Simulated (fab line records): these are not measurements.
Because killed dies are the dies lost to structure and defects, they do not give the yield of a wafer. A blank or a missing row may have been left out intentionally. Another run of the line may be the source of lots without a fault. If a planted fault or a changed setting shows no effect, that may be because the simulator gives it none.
Chamber matching || flow n5Finfet || N5_BEOL_M4_DESCUM_33 on rieDiel-04: 4 sister chambers
The step chemistry O2, time 7 s. 20 wafers are shown with their chamber, then 10 later ones without.

== WAFERS PAIRED WITH THEIR CHAMBERS ==
{"wafer": "L078.1", "chamber": 1, "throttleValvePct (%)": 20.14, "showerheadPlenumPTorr (Torr)": 2.13, "drypumpMotorCurrentA (A)": 5.8}
{"wafer": "L078.2", "chamber": 2, "throttleValvePct (%)": 20.32, "showerheadPlenumPTorr (Torr)": 2.19, "drypumpMotorCurrentA (A)": 5.9}
{"wafer": "L078.3", "chamber": 0, "throttleValvePct (%)": 20.53, "showerheadPlenumPTorr (Torr)": 2.20, "drypumpMotorCurrentA (A)": 5.9}
{"wafer": "L078.4", "chamber": 1, "throttleValvePct (%)": 20.15, "showerheadPlenumPTorr (Torr)": 2.13, "drypumpMotorCurrentA (A)": 5.8}
{"wafer": "L078.5", "chamber": 0, "throttleValvePct (%)": 20.52, "showerheadPlenumPTorr (Torr)": 2.20, "drypumpMotorCurrentA (A)": 5.9}
{"wafer": "L078.6", "chamber": 2, "throttleValvePct (%)": 20.31, "showerheadPlenumPTorr (Torr)": 2.19, "drypumpMotorCurrentA (A)": 6.0}
{"wafer": "L077.2", "chamber": 2, "throttleValvePct (%)": 20.33, "showerheadPlenumPTorr (Torr)": 2.19, "drypumpMotorCurrentA (A)": 5.9}
{"wafer": "L077.4", "chamber": 0, "throttleValvePct (%)": 20.52, "showerheadPlenumPTorr (Torr)": 2.20, "drypumpMotorCurrentA (A)": 5.9}
{"wafer": "L077.6", "chamber": 1, "throttleValvePct (%)": 20.15, "showerheadPlenumPTorr (Torr)": 2.13, "drypumpMotorCurrentA (A)": 5.8}
{"wafer": "L080.1", "chamber": 2, "throttleValvePct (%)": 20.32, "showerheadPlenumPTorr (Torr)": 2.19, "drypumpMotorCurrentA (A)": 5.9}
{"wafer": "L080.3", "chamber": 1, "throttleValvePct (%)": 20.15, "showerheadPlenumPTorr (Torr)": 2.13, "drypumpMotorCurrentA (A)": 5.8}
{"wafer": "L080.5", "chamber": 2, "throttleValvePct (%)": 20.31, "showerheadPlenumPTorr (Torr)": 2.19, "drypumpMotorCurrentA (A)": 6.0}
{"wafer": "L089.1", "chamber": 0, "throttleValvePct (%)": 20.54, "showerheadPlenumPTorr (Torr)": 2.20, "drypumpMotorCurrentA (A)": 5.9}
{"wafer": "L089.4", "chamber": 2, "throttleValvePct (%)": 20.34, "showerheadPlenumPTorr (Torr)": 2.18, "drypumpMotorCurrentA (A)": 5.9}
{"wafer": "L089.6", "chamber": 0, "throttleValvePct (%)": 20.57, "showerheadPlenumPTorr (Torr)": 2.20, "drypumpMotorCurrentA (A)": 5.9}
{"wafer": "L094.1", "chamber": 1, "throttleValvePct (%)": 20.17, "showerheadPlenumPTorr (Torr)": 2.12, "drypumpMotorCurrentA (A)": 5.8}
{"wafer": "L094.2", "chamber": 0, "throttleValvePct (%)": 20.56, "showerheadPlenumPTorr (Torr)": 2.19, "drypumpMotorCurrentA (A)": 5.9}
{"wafer": "L094.3", "chamber": 3, "throttleValvePct (%)": 19.84, "showerheadPlenumPTorr (Torr)": 2.23, "drypumpMotorCurrentA (A)": 5.8}
{"wafer": "L094.4", "chamber": 2, "throttleValvePct (%)": 20.34, "showerheadPlenumPTorr (Torr)": 2.18, "drypumpMotorCurrentA (A)": 6.0}
{"wafer": "L094.5", "chamber": 2, "throttleValvePct (%)": 20.35, "showerheadPlenumPTorr (Torr)": 2.18, "drypumpMotorCurrentA (A)": 6.0}

SIGNATURES, as means of the wafers listed above
{"reading": "throttleValvePct", "chamber 0": 20.5400, "chamber 1": 20.1520, "chamber 2": 20.3275, "chamber 3": 19.8400, "scatter within a chamber": 0.0163}
{"reading": "showerheadPlenumPTorr", "chamber 0": 2.1983, "chamber 1": 2.1280, "chamber 2": 2.1863, "chamber 3": 2.2300, "scatter within a chamber": 0.00468}
{"reading": "drypumpMotorCurrentA", "chamber 0": 5.900, "chamber 1": 5.800, "chamber 2": 5.950, "chamber 3": 5.800, "scatter within a chamber": 0.0354}
Rule: a wafer's distance from a chamber is the root of the sum, over the readings, of the square of ((its reading less the chamber's mean) divided by the reading's scatter). The wafer belongs to the nearest chamber; if the next one is less than 2 further off, it can't be placed. The scatter: the root of (the sum of the squares of (reading less its chamber's mean) over the shown wafers, divided by (wafers less chambers)).

== WAFERS WHOSE CHAMBER IS MISSING ==
{"wafer": "L094.6", "throttleValvePct (%)": 19.83, "showerheadPlenumPTorr (Torr)": 2.23, "drypumpMotorCurrentA (A)": 5.8}
{"wafer": "L097.1", "throttleValvePct (%)": 19.86, "showerheadPlenumPTorr (Torr)": 2.23, "drypumpMotorCurrentA (A)": 5.8}
{"wafer": "L097.2", "throttleValvePct (%)": 20.57, "showerheadPlenumPTorr (Torr)": 2.19, "drypumpMotorCurrentA (A)": 5.9}
{"wafer": "L097.3", "throttleValvePct (%)": 20.20, "showerheadPlenumPTorr (Torr)": 2.12, "drypumpMotorCurrentA (A)": 5.9}
{"wafer": "L097.4", "throttleValvePct (%)": 20.35, "showerheadPlenumPTorr (Torr)": 2.17, "drypumpMotorCurrentA (A)": 6.0}
{"wafer": "L097.5", "throttleValvePct (%)": 20.37, "showerheadPlenumPTorr (Torr)": 2.17, "drypumpMotorCurrentA (A)": 6.0}
{"wafer": "L097.6", "throttleValvePct (%)": 19.86, "showerheadPlenumPTorr (Torr)": 2.23, "drypumpMotorCurrentA (A)": 5.8}
{"wafer": "L096.4", "throttleValvePct (%)": 20.40, "showerheadPlenumPTorr (Torr)": 2.17, "drypumpMotorCurrentA (A)": 6.0}
{"wafer": "L096.5", "throttleValvePct (%)": 20.19, "showerheadPlenumPTorr (Torr)": 2.12, "drypumpMotorCurrentA (A)": 5.8}
{"wafer": "L096.6", "throttleValvePct (%)": 20.37, "showerheadPlenumPTorr (Torr)": 2.17, "drypumpMotorCurrentA (A)": 6.0}

== CHAMBER TAKEN BY EACH ==
{"wafer": "L094.6", "from the rows above": 3, "in truth": 3}
{"wafer": "L097.1", "from the rows above": 3, "in truth": 3}
{"wafer": "L097.2", "from the rows above": 0, "in truth": 0}
{"wafer": "L097.3", "from the rows above": 1, "in truth": 1}
{"wafer": "L097.4", "from the rows above": 2, "in truth": 2}
{"wafer": "L097.5", "from the rows above": 2, "in truth": 2}
{"wafer": "L097.6", "from the rows above": 3, "in truth": 3}
{"wafer": "L096.4", "from the rows above": 2, "in truth": 2}
{"wafer": "L096.5", "from the rows above": 1, "in truth": 1}
{"wafer": "L096.6", "from the rows above": 2, "in truth": 2}
Correct placement for 10 of the 10. Left unplaced by these rows: 0. Number placed wrongly: 0.
